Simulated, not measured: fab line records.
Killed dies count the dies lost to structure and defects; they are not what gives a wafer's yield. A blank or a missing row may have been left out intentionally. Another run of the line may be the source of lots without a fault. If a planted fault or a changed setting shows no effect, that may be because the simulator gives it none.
fab line records    flow n5Finfet    part 1 of 2: steps 1 to 4 of 6
record lots=23  wafers=69  lastDay=17
route steps=1938 shown BEOL_M4@1106 BEOL_M5@1129
lots untouched by any fault: they come from a run of this same line in which no faults occurred
startH: hours from the record's first day to the start of the lot's first wafer shown    waitH: hours elapsed since this lot's preceding step    " repeats the value in the row above    L1.1+2: a row that stands for several wafers    - no value, or no start was given    * or withheld: withheld    < > ~ a bound
route shown NAME@n: a module of which the file shows steps, and the number in the route of the first    usual: mean/standard deviation of fault-free wafers    same: alike in all rows    chamber/n: place in a boat    sites: each site's reading    _std_site: the values' standard deviation    _edge_site: mean of outer sites minus mean of inner sites    radiusMm: how far each site lies from the wafer's centre    mask NAME#n: copy n    behind: the tool/chamber that last shaped the wafer    hold: the reason the lot was held/the length of the hold in hours/how it ended    device: transistor that didn't switch, given as n, p or np    end of line: the tests these same wafers got at the end of their route    where a step has no rows: the recipe by itself    killed: not the wafer's yield, but the dies lost to structure and defects at the first sort    map: per-die view of a wafer (x killed, . not killed, _ where there is no die)
set.NAME: the run value of the setting; set.NAME@STEP: its run value at that earlier step    model.NAME: the simulator's own value behind a step, which no gauge read
a sample of lots followed through the steps of the route, with each step as a table and each wafer as a row
services: a tool's chamber out of use, with start hour (startH, from the record's first day; less than 0 if before it), hours out, and reason
## steps
# step N5_BEOL_M4_CO_CAP_55
# recipe material=Co  targetThkA=20  tempC=200  precursor=CCTBA/H2  pressureTorr=30  timeS=102.1
# usual heaterPowerW=228/16
lot.wafer  tool      chamber  startH  waitH  heaterPowerW
L074.2     cvdCo-02  1        159.08  0.0    222
L074.3     "         0        "       "      240
L074.5     "         2        "       "      200
L076.1     cvdCo-01  1        175.16  0.0    244
L076.4     "         0        "       "      252
L076.6     "         2        "       "      219
L075.1     cvdCo-01  0        179.31  0.0    247
L075.3     "         1        "       "      243
L075.5     "         1        "       "      247
L077.2     cvdCo-01  2        181.10  0.0    221
L077.5     "         1        "       "      241
L077.6     "         0        "       "      250
L078.1     cvdCo-02  2        182.48  0.0    204
L078.2     "         0        "       "      239
L078.4     "         0        "       "      244
L079.1     cvdCo-02  2        182.62  0.0    203
L079.2     "         0        "       "      239
L079.5     "         0        "       "      232
L081.2     cvdCo-01  2        197.78  0.0    225
L081.4     "         2        "       "      218
L081.5     "         1        "       "      238
L082.1     cvdCo-02  1        207.34  0.0    214
L082.3     "         2        "       "      206
L082.6     "         2        "       "      195
L084.2     cvdCo-02  0        222.94  0.0    248
L084.5     "         1        "       "      213
L084.6     "         0        "       "      237
L083.1     cvdCo-02  2        223.44  0.0    204
L083.2     "         1        "       "      214
L083.3     "         0        "       "      238
L085.1     cvdCo-02  0        224.97  0.0    240
L085.4     "         2        "       "      204
L085.5     "         1        "       "      215
L086.2     cvdCo-01  0        230.77  0.0    245
L086.4     "         1        "       "      240
L086.6     "         0        "       "      248
L087.1     cvdCo-01  0        250.71  0.0    239
L087.3     "         0        "       "      242
L087.5     "         0        "       "      246
L088.1     cvdCo-01  0        253.42  0.0    238
L088.2     "         2        "       "      222
L088.4     "         2        "       "      225
L089.2     cvdCo-01  2        256.27  0.0    227
L089.3     "         0        "       "      244
L089.5     "         2        "       "      227
L090.2     cvdCo-01  2        258.31  0.0    228
L090.3     "         0        "       "      246
L090.4     "         0        "       "      242
L091.3     cvdCo-01  1        263.61  0.0    241
L091.4     "         0        "       "      245
L091.6     "         2        "       "      219
L093.4     cvdCo-02  2        267.24  0.0    208
L093.5     "         0        "       "      241
L093.6     "         1        "       "      219
L092.1     cvdCo-01  0        270.05  0.0    249
L092.2     "         2        "       "      224
L092.5     "         2        "       "      228
L094.2     cvdCo-02  1        287.70  0.0    215
L094.3     "         2        "       "      208
L094.4     "         0        "       "      241
L095.1     cvdCo-02  1        291.40  0.0    220
L095.4     "         0        "       "      242
L095.5     "         2        "       "      203
L097.1     cvdCo-02  0        297.83  0.0    239
L097.3     "         2        "       "      205
L097.5     "         1        "       "      222
L096.1     cvdCo-02  1        297.94  0.0    218
L096.2     "         2        "       "      207
L096.6     "         0        "       "      243
# step N5_BEOL_M5_DESCUM_16
# recipe chemistry=O2  timeS=7  sourcePowerW=50  biasPowerW=20  pressureMtorr=20  rfFrequencyHz=2.712e+07  tempC=40  resist=CAR-EUV  o2FlowSccm=225
# usual drypumpMotorCurrentA=5.9/0.39  oesProductAu=0.75/0.066  rfVppV=243.0/1.4  showerheadPlenumPTorr=2.09/0.061  throttleValvePct=20.52/0.22
lot.wafer  tool        chamber  startH  waitH  drypumpMotorCurrentA  oesProductAu  rfHoursCounterH  rfVppV  showerheadPlenumPTorr  throttleValvePct
L074.2     rieDiel-02  2        162.52  0.0    6.3                   0.73          165              245.3   2.18                   20.59
L074.3     "           0        "       "      5.7                   0.74          201              244.3   2.08                   20.62
L074.5     "           0        "       "      5.7                   0.74          -                244.6   2.08                   20.63
L076.1     rieDiel-02  1        178.46  0.0    6.1                   0.77          113              242.3   2.03                   20.82
L076.4     "           0        "       "      5.8                   0.74          206              240.5   2.08                   20.65
L076.6     "           2        "       "      6.3                   0.71          -                244.0   2.18                   20.60
L075.1     rieDiel-02  0        182.56  0.0    5.8                   0.74          207              241.2   2.08                   20.63
L075.3     "           3        "       "      5.8                   0.72          225              243.8   2.06                   20.18
L075.5     "           2        "       "      6.3                   0.72          -                243.2   2.18                   20.60
L077.2     rieDiel-05  2        185.30  0.0    5.3                   0.71          189              243.5   2.17                   20.32
L077.5     "           2        "       "      5.3                   0.71          -                242.8   2.17                   20.29
L077.6     "           1        "       "      6.3                   0.68          -                243.6   2.16                   20.46
L078.1     rieDiel-02  0        185.99  0.0    5.7                   0.74          209              241.8   2.08                   20.63
L078.2     "           2        "       "      6.3                   0.72          173              246.7   2.18                   20.60
L078.4     "           1        "       "      6.0                   0.77          116              240.8   2.02                   20.83
L079.1     rieDiel-05  3        186.16  0.0    6.1                   0.79          100              241.9   2.04                   20.47
L079.2     "           0        "       "      6.1                   0.83          67               244.4   2.12                   20.57
L079.5     "           0        "       "      6.1                   0.84          -                244.1   2.12                   20.57
L081.2     rieDiel-04  0        202.03  0.1    5.2                   0.72          200              242.1   1.98                   20.45
L081.4     "           2        "       "      6.2                   0.74          -                242.8   2.09                   20.64
L081.5     "           0        "       "      5.2                   0.71          -                241.3   1.98                   20.47
L082.1     rieDiel-04  2        210.46  0.2    6.2                   0.73          169              242.3   2.09                   20.66
L082.3     "           1        "       "      5.2                   0.86          49               244.7   2.13                   20.46
L082.6     "           2        "       "      6.2                   0.74          -                242.0   2.09                   20.66
L084.2     rieDiel-02  2        225.34  0.0    6.3                   0.71          184              246.0   2.18                   20.61
L084.5     "           3        "       "      5.8                   0.71          -                242.3   2.06                   20.20
L084.6     "           0        "       "      5.8                   0.74          -                241.7   2.07                   20.64
L083.1     rieDiel-02  3        225.96  0.0    5.9                   0.71          237              242.1   2.06                   20.20
L083.2     "           0        "       "      5.8                   0.73          221              243.1   2.07                   20.64
L083.3     "           2        "       "      6.3                   0.72          184              245.4   2.18                   20.62
L085.1     rieDiel-04  1        227.97  0.0    5.2                   0.85          54               243.4   2.13                   20.47
L085.4     "           3        "       "      5.3                   0.98          4                241.4   2.07                   19.91
L085.5     "           0        "       "      5.2                   0.71          -                241.3   1.98                   20.47
L086.2     rieDiel-05  1        233.62  0.0    6.3                   0.66          241              243.5   2.16                   20.48
L086.4     "           0        "       "      6.1                   0.81          82               244.6   2.11                   20.57
L086.6     "           2        "       "      5.3                   0.70          -                244.1   2.17                   20.32
L087.1     rieDiel-02  3        253.63  0.0    5.9                   0.70          245              242.1   2.05                   20.22
L087.3     "           0        "       "      5.8                   0.73          229              242.8   2.07                   20.67
L087.5     "           1        "       "      6.0                   0.76          -                240.2   2.02                   20.84
L088.1     rieDiel-05  0        256.27  0.0    6.1                   0.80          89               243.5   2.11                   20.59
L088.2     "           3        "       "      6.1                   0.77          122              242.1   2.03                   20.51
L088.4     "           2        "       "      5.3                   0.70          209              245.0   2.16                   20.33
L089.2     rieDiel-05  1        260.14  0.0    6.3                   0.66          248              242.6   2.16                   20.50
L089.3     "           2        "       "      5.3                   0.68          210              244.9   2.16                   20.35
L089.5     "           2        "       "      5.3                   0.69          -                243.6   2.16                   20.35
L090.2     rieDiel-02  3        263.47  0.1    5.9                   0.70          248              242.0   2.05                   20.23
L090.3     "           0        "       "      5.8                   0.72          232              243.8   2.07                   20.68
L090.4     "           2        "       "      6.3                   0.71          194              241.7   2.17                   20.64
L091.3     rieDiel-05  0        267.13  0.6    6.1                   0.80          93               242.5   2.11                   20.58
L091.4     "           2        "       "      5.3                   0.70          -                243.5   2.16                   20.34
L091.6     "           1        "       "      6.3                   0.66          -                243.4   2.16                   20.50
L093.4     rieDiel-04  1        270.64  0.0    5.2                   0.85          65               243.0   2.13                   20.46
L093.5     "           2        "       "      6.2                   0.72          -                245.0   2.08                   20.68
L093.6     "           1        "       "      5.2                   0.85          -                242.6   2.13                   20.49
L092.1     rieDiel-05  3        274.00  0.1    6.1                   0.76          125              242.4   2.03                   20.50
L092.2     "           2        "       "      5.3                   0.69          214              243.8   2.16                   20.35
L092.5     "           2        "       "      5.3                   0.69          -                245.0   2.16                   20.35
L094.2     rieDiel-04  2        291.12  0.2    6.2                   0.72          189              241.9   2.08                   20.69
L094.3     "           1        "       "      5.2                   0.84          67               244.2   2.12                   20.49
L094.4     "           3        "       "      5.3                   0.93          19               242.7   2.07                   19.94
L095.1     rieDiel-02  0        298.85  0.0    5.8                   0.71          240              243.5   2.06                   20.66
L095.4     "           1        "       "      6.0                   0.74          -                242.3   2.01                   20.88
L095.5     "           0        "       "      5.8                   0.71          -                242.2   2.06                   20.67
L097.1     rieDiel-05  2        301.38  0.0    5.3                   0.67          228              244.3   2.16                   20.37
L097.3     "           3        "       "      6.1                   0.74          139              241.6   2.02                   20.53
L097.5     "           1        "       "      6.3                   0.95          -                243.7   2.15                   20.00
L096.1     rieDiel-02  2        301.64  0.1    6.3                   0.70          211              244.7   2.17                   20.67
L096.2     "           1        "       "      6.0                   0.74          155              242.5   2.01                   20.88
L096.6     "           0        "       "      5.8                   0.71          -                242.6   2.06                   20.68
# step N5_BEOL_M5_ETCH_62
# recipe chemistry=N2/H2  target=SOC  targetDepthA=750  overetchA=150  maskMaterial=SiARC  tempC=40  timeS=112.5  ionEnergyEv=200  pressureMtorr=30  sourceW=840  biasW=150  n2FlowSccm=200  h2FlowSccm=200
# usual drypumpMotorCurrentA=5.9/0.39  oesProductAu=0.59/0.049  rfVppV=523.7/2.1  showerheadPlenumPTorr=2.54/0.076  throttleValvePct=17.89/0.23
lot.wafer  tool        chamber  startH  waitH  drypumpMotorCurrentA  oesProductAu  rfHoursCounterH  rfVppV  showerheadPlenumPTorr  throttleValvePct
L074.2     rieDiel-02  2        162.60  0.0    6.3                   0.58          165              526.8   2.64                   17.93
L074.3     "           0        "       "      5.8                   0.58          201              521.6   2.52                   18.01
L074.5     "           0        "       "      5.8                   0.59          -                522.9   2.51                   17.99
L076.1     rieDiel-02  1        178.54  0.0    6.0                   0.62          113              521.9   2.46                   18.17
L076.4     "           0        "       "      5.8                   0.58          206              522.9   2.51                   18.02
L076.6     "           2        "       "      6.3                   0.58          -                526.5   2.64                   17.94
L075.1     rieDiel-02  0        182.64  0.0    5.8                   0.58          207              522.9   2.51                   18.00
L075.3     "           3        "       "      5.9                   0.56          225              522.3   2.51                   17.75
L075.5     "           2        "       "      6.3                   0.57          -                525.3   2.64                   17.95
L077.2     rieDiel-05  2        185.38  0.0    5.3                   0.57          189              525.4   2.65                   17.76
L077.5     "           2        "       "      5.3                   0.57          -                526.4   2.65                   17.77
L077.6     "           1        "       "      6.4                   0.55          -                525.5   2.62                   17.86
L078.1     rieDiel-02  0        186.07  0.0    5.8                   0.57          209              523.2   2.51                   18.02
L078.2     "           2        "       "      6.3                   0.58          173              526.8   2.64                   17.95
L078.4     "           1        "       "      6.1                   0.60          116              522.9   2.46                   18.17
L079.1     rieDiel-05  3        186.24  0.0    6.1                   0.62          100              520.5   2.44                   17.56
L079.2     "           0        "       "      6.1                   0.66          67               525.4   2.57                   17.89
L079.5     "           0        "       "      6.1                   0.65          -                524.9   2.57                   17.92
L081.2     rieDiel-04  0        202.11  0.0    5.2                   0.57          200              522.4   2.42                   17.90
L081.4     "           2        "       "      6.2                   0.58          -                523.3   2.53                   17.95
L081.5     "           0        "       "      5.2                   0.57          -                520.5   2.42                   17.88
L082.1     rieDiel-04  2        210.54  0.0    6.2                   0.57          169              525.4   2.53                   17.97
L082.3     "           1        "       "      5.2                   0.68          49               524.6   2.59                   17.77
L082.6     "           2        "       "      6.2                   0.58          -                524.3   2.53                   17.97
L084.2     rieDiel-02  2        225.42  0.0    6.3                   0.57          184              526.1   2.63                   17.96
L084.5     "           3        "       "      5.8                   0.56          -                522.8   2.50                   17.77
L084.6     "           0        "       "      5.8                   0.56          -                523.6   2.51                   18.05
L083.1     rieDiel-02  3        226.04  0.0    5.8                   0.56          237              522.7   2.50                   17.77
L083.2     "           0        "       "      5.8                   0.57          221              522.3   2.51                   18.03
L083.3     "           2        "       "      6.2                   0.56          184              526.5   2.63                   17.95
L085.1     rieDiel-04  1        228.05  0.0    5.2                   0.68          54               526.5   2.59                   17.78
L085.4     "           3        "       "      5.3                   0.76          4                521.1   2.49                   17.10
L085.5     "           0        "       "      5.2                   0.57          -                519.2   2.42                   17.91
L086.2     rieDiel-05  1        233.70  0.0    6.3                   0.55          241              527.6   2.62                   17.86
L086.4     "           0        "       "      6.1                   0.64          82               525.0   2.56                   17.93
L086.6     "           2        "       "      5.3                   0.56          -                524.7   2.64                   17.78
L087.1     rieDiel-02  3        253.71  0.0    5.8                   0.56          245              525.4   2.50                   17.79
L087.3     "           0        "       "      5.8                   0.57          229              522.7   2.50                   18.04
L087.5     "           1        "       "      6.0                   0.59          -                520.6   2.45                   18.24
L088.1     rieDiel-05  0        256.35  0.0    6.1                   0.64          89               524.1   2.56                   17.93
L088.2     "           3        "       "      6.2                   0.60          122              521.9   2.43                   17.58
L088.4     "           2        "       "      5.3                   0.56          209              525.3   2.64                   17.81
L089.2     rieDiel-05  1        260.22  0.0    6.3                   0.54          248              526.1   2.61                   17.89
L089.3     "           2        "       "      5.3                   0.56          210              525.4   2.64                   17.81
L089.5     "           2        "       "      5.3                   0.56          -                525.6   2.64                   17.82
L090.2     rieDiel-02  3        263.55  0.0    5.9                   0.55          248              520.9   2.50                   17.78
L090.3     "           0        "       "      5.8                   0.57          232              522.8   2.50                   18.06
L090.4     "           2        "       "      6.3                   0.56          194              526.4   2.63                   17.97
L091.3     rieDiel-05  0        267.21  0.0    6.1                   0.64          93               523.4   2.55                   17.94
L091.4     "           2        "       "      5.3                   0.55          -                525.4   2.64                   17.80
L091.6     "           1        "       "      6.3                   0.53          -                525.3   2.61                   17.89
L093.4     rieDiel-04  1        270.72  0.0    5.2                   0.66          65               524.3   2.58                   17.81
L093.5     "           2        "       "      6.2                   0.56          -                522.1   2.52                   18.01
L093.6     "           1        "       "      5.2                   0.66          -                524.8   2.58                   17.81
L092.1     rieDiel-05  3        274.08  0.0    6.2                   0.60          125              520.3   2.43                   17.59
L092.2     "           2        "       "      5.4                   0.55          214              524.9   2.64                   17.82
L092.5     "           2        "       "      5.3                   0.56          -                525.2   2.64                   17.82
L094.2     rieDiel-04  2        291.20  0.0    6.2                   0.56          189              525.1   2.52                   18.00
L094.3     "           1        "       "      5.2                   0.66          67               525.0   2.58                   17.80
L094.4     "           3        "       "      5.3                   0.73          19               522.8   2.49                   17.11
L095.1     rieDiel-02  0        298.93  0.0    5.8                   0.56          240              522.4   2.50                   18.05
L095.4     "           1        "       "      6.0                   0.59          -                520.9   2.44                   18.25
L095.5     "           0        "       "      5.8                   0.57          -                522.0   2.50                   18.08
L097.1     rieDiel-05  2        301.46  0.0    5.3                   0.55          228              525.1   2.63                   17.84
L097.3     "           3        "       "      6.2                   0.60          139              521.6   2.42                   17.62
L097.5     "           1        "       "      6.3                   0.76          -                525.1   2.61                   17.38
L096.1     rieDiel-02  2        301.71  0.0    6.3                   0.56          211              525.3   2.62                   18.00
L096.2     "           1        "       "      6.0                   0.58          155              521.2   2.44                   18.25
L096.6     "           0        "       "      5.7                   0.56          -                524.3   2.50                   18.07
# step N5_BEOL_M5_STRIP_64
# recipe chemistry=CF4  resist=SiARC  powerW=300  biasPowerW=75  pressureMtorr=50  cf4FlowSccm=150  rfFrequencyHz=6e+07
# usual drypumpMotorCurrentA=5.9/0.38  oesProductAu=0.74/0.062  rfVppV=271.1/1.3  showerheadPlenumPTorr=1.79/0.051  throttleValvePct=13.70/0.2
lot.wafer  tool        chamber  startH  waitH  drypumpMotorCurrentA  oesProductAu  rfHoursCounterH  rfVppV  showerheadPlenumPTorr  throttleValvePct
L074.2     rieDiel-02  2        162.73  0.0    6.2                   0.73          165              271.0   1.87                   13.74
L074.3     "           0        "       "      5.8                   0.72          202              271.9   1.77                   13.80
L074.5     "           0        "       "      5.8                   0.73          -                271.9   1.77                   13.78
L076.1     rieDiel-02  1        178.67  0.0    6.0                   0.76          113              270.2   1.73                   13.82
L076.4     "           0        "       "      5.7                   0.73          206              271.8   1.77                   13.81
L076.6     "           2        "       "      6.2                   0.72          -                272.3   1.87                   13.76
L075.1     rieDiel-02  0        182.76  0.0    5.8                   0.72          207              270.3   1.77                   13.81
L075.3     "           3        "       "      5.8                   0.71          225              270.5   1.77                   13.51
L075.5     "           2        "       "      6.3                   0.72          -                272.1   1.87                   13.75
L077.2     rieDiel-05  2        185.50  0.0    5.3                   0.71          189              272.2   1.85                   13.55
L077.5     "           2        "       "      5.3                   0.71          -                271.7   1.85                   13.55
L077.6     "           1        "       "      6.3                   0.68          -                272.3   1.87                   13.73
L078.1     rieDiel-02  0        186.20  0.0    5.8                   0.73          209              270.1   1.77                   13.80
L078.2     "           2        "       "      6.3                   0.72          173              272.6   1.86                   13.76
L078.4     "           1        "       "      6.0                   0.76          116              269.3   1.73                   13.84
L079.1     rieDiel-05  3        186.36  0.0    6.2                   0.77          100              269.6   1.76                   13.63
L079.2     "           0        "       "      6.1                   0.81          67               271.0   1.84                   13.72
L079.5     "           0        "       "      6.1                   0.81          -                271.8   1.84                   13.73
L081.2     rieDiel-04  0        202.24  0.0    5.2                   0.71          200              270.9   1.72                   13.78
L081.4     "           2        "       "      6.2                   0.72          -                271.1   1.78                   13.80
L081.5     "           0        "       "      5.2                   0.71          -                269.2   1.72                   13.78
L082.1     rieDiel-04  2        210.66  0.0    6.2                   0.72          169              271.7   1.78                   13.80
L082.3     "           1        "       "      5.2                   0.85          49               271.1   1.82                   13.51
L082.6     "           2        "       "      6.2                   0.72          -                270.5   1.78                   13.81
L084.2     rieDiel-02  2        225.55  0.0    6.3                   0.72          184              271.7   1.86                   13.79
L084.5     "           3        "       "      5.8                   0.70          -                270.2   1.77                   13.55
L084.6     "           0        "       "      5.8                   0.72          -                270.5   1.76                   13.84
L083.1     rieDiel-02  3        226.17  0.0    5.8                   0.70          237              269.6   1.77                   13.53
L083.2     "           0        "       "      5.8                   0.71          221              270.1   1.76                   13.84
L083.3     "           2        "       "      6.2                   0.71          184              273.5   1.86                   13.79
L085.1     rieDiel-04  1        228.17  0.0    5.2                   0.85          54               271.4   1.82                   13.54
L085.4     "           3        "       "      5.2                   0.96          4                271.0   1.76                   12.90
L085.5     "           0        "       "      5.3                   0.70          -                269.1   1.71                   13.79
L086.2     rieDiel-05  1        233.83  0.0    6.3                   0.68          241              271.1   1.86                   13.77
L086.4     "           0        "       "      6.0                   0.80          82               271.1   1.83                   13.77
L086.6     "           2        "       "      5.3                   0.70          -                271.3   1.84                   13.56
L087.1     rieDiel-02  3        253.84  0.0    5.8                   0.69          245              270.8   1.77                   13.57
L087.3     "           0        "       "      5.7                   0.71          229              271.3   1.76                   13.86
L087.5     "           1        "       "      6.0                   0.74          -                271.3   1.73                   13.88
L088.1     rieDiel-05  0        256.47  0.0    6.1                   0.79          89               272.6   1.83                   13.81
L088.2     "           3        "       "      6.1                   0.76          122              268.5   1.75                   13.68
L088.4     "           2        "       "      5.3                   0.70          209              273.4   1.84                   13.58
L089.2     rieDiel-05  1        260.35  0.0    6.3                   0.68          248              272.7   1.86                   13.77
L089.3     "           2        "       "      5.3                   0.70          210              271.3   1.84                   13.59
L089.5     "           2        "       "      5.3                   0.70          -                272.9   1.84                   13.58
L090.2     rieDiel-02  3        263.67  0.0    5.8                   0.70          248              270.8   1.77                   13.56
L090.3     "           0        "       "      5.8                   0.71          232              270.9   1.76                   13.86
L090.4     "           2        "       "      6.3                   0.71          194              271.9   1.86                   13.82
L091.3     rieDiel-05  0        267.33  0.0    6.1                   0.79          93               272.2   1.83                   13.78
L091.4     "           2        "       "      5.3                   0.69          -                271.1   1.84                   13.59
L091.6     "           1        "       "      6.3                   0.67          -                273.4   1.86                   13.78
L093.4     rieDiel-04  1        270.84  0.0    5.2                   0.83          65               273.4   1.82                   13.54
L093.5     "           2        "       "      6.2                   0.70          -                271.9   1.77                   13.82
L093.6     "           1        "       "      5.2                   0.82          -                270.0   1.82                   13.53
L092.1     rieDiel-05  3        274.21  0.0    6.1                   0.75          125              271.4   1.75                   13.70
L092.2     "           2        "       "      5.3                   0.70          215              272.7   1.84                   13.60
L092.5     "           2        "       "      5.3                   0.69          -                272.6   1.84                   13.62
L094.2     rieDiel-04  2        291.33  0.0    6.2                   0.71          189              269.6   1.77                   13.86
L094.3     "           1        "       "      5.2                   0.83          67               270.6   1.82                   13.54
L094.4     "           3        "       "      5.3                   0.91          19               270.9   1.75                   12.92
L095.1     rieDiel-02  0        299.05  0.0    5.8                   0.70          240              269.8   1.76                   13.86
L095.4     "           1        "       "      6.0                   0.73          -                268.6   1.72                   13.92
L095.5     "           0        "       "      5.8                   0.70          -                269.7   1.76                   13.88
L097.1     rieDiel-05  2        301.59  0.0    5.3                   0.68          228              271.5   1.83                   13.63
L097.3     "           3        "       "      6.2                   0.74          139              270.1   1.75                   13.73
L097.5     "           1        "       "      6.4                   0.95          -                272.1   1.86                   13.21
L096.1     rieDiel-02  2        301.84  0.0    6.3                   0.70          211              272.2   1.85                   13.84
L096.2     "           1        "       "      6.0                   0.72          155              270.2   1.72                   13.92
L096.6     "           0        "       "      5.8                   0.70          -                270.5   1.76                   13.89
